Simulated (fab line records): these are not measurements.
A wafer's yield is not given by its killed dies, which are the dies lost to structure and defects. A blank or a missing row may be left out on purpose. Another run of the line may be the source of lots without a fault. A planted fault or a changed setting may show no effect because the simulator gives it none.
Which tool did it? -- flow n5-finfet -- 6 lots, 18 wafers sampled, at 2 steps of a route of 1938

== WHAT THE GAUGES READ, wafer by wafer ==
N5_BEOL_M15_CD_MEAS_10 targets a cd of 360 nm.
lot,measured,on,cd-nm (nm)
L327,day 11 13:38,cd-sem-02,359.3 359.6 359.8
L333,day 13 22:15,cd-sem-03,359.7 359.6 360.2
L336,day 13 21:54,cd-sem-02,358.0 357.8 358.2
L340,day 15 06:29,cd-sem-01,358.9 358.9 359.8
L346,day 16 14:26,cd-sem-02,361.0 360.6 361.1
L348,day 17 17:25,cd-sem-01,361.4 363.6 362.5

== TOOL THAT RAN EACH LOT (tool first, then ch and the chambers of the sampled wafers, then the start) ==
lot,N5_BEOL_M7_ALD_77
L327,"ald-metal-01 ch 0,1,3, day 9 08:00"
L333,"ald-metal-02 ch 0,1, day 11 12:11"
L336,"ald-metal-03 ch 0,1,2, day 11 12:51"
L340,"ald-metal-03 ch 1,2, day 13 03:11"
L346,"ald-metal-01 ch 1,3, day 14 11:47"
L348,"ald-metal-01 ch 0,3, day 15 11:50"
- N5_BEOL_M7_ALD_77: deposits TaN, target thk 2 nm, pulse time 2 s, purge time 3 s.

== THE ANSWER, worked out from the rows above alone ==
Rule: what is usual is taken from the lots themselves. The widest of any qualifying gaps counts: lots, ordered by their means at a reading, are off when they make up no more than a third of the lots, leave a main group of 4 or more, and stand apart from it by 3 or more times the standard deviation of that group's means. The tables above print the reading to a certain number of digits; a main group whose means all agree to those digits is not used. A lot without any number at a reading at which 4 lots or more have one is off too. The other lots that the step has rows for count as sound.
Nothing can be told from this: no lot is off at any reading shown.

== WHAT THE SIMULATOR HAD PUT IN ==
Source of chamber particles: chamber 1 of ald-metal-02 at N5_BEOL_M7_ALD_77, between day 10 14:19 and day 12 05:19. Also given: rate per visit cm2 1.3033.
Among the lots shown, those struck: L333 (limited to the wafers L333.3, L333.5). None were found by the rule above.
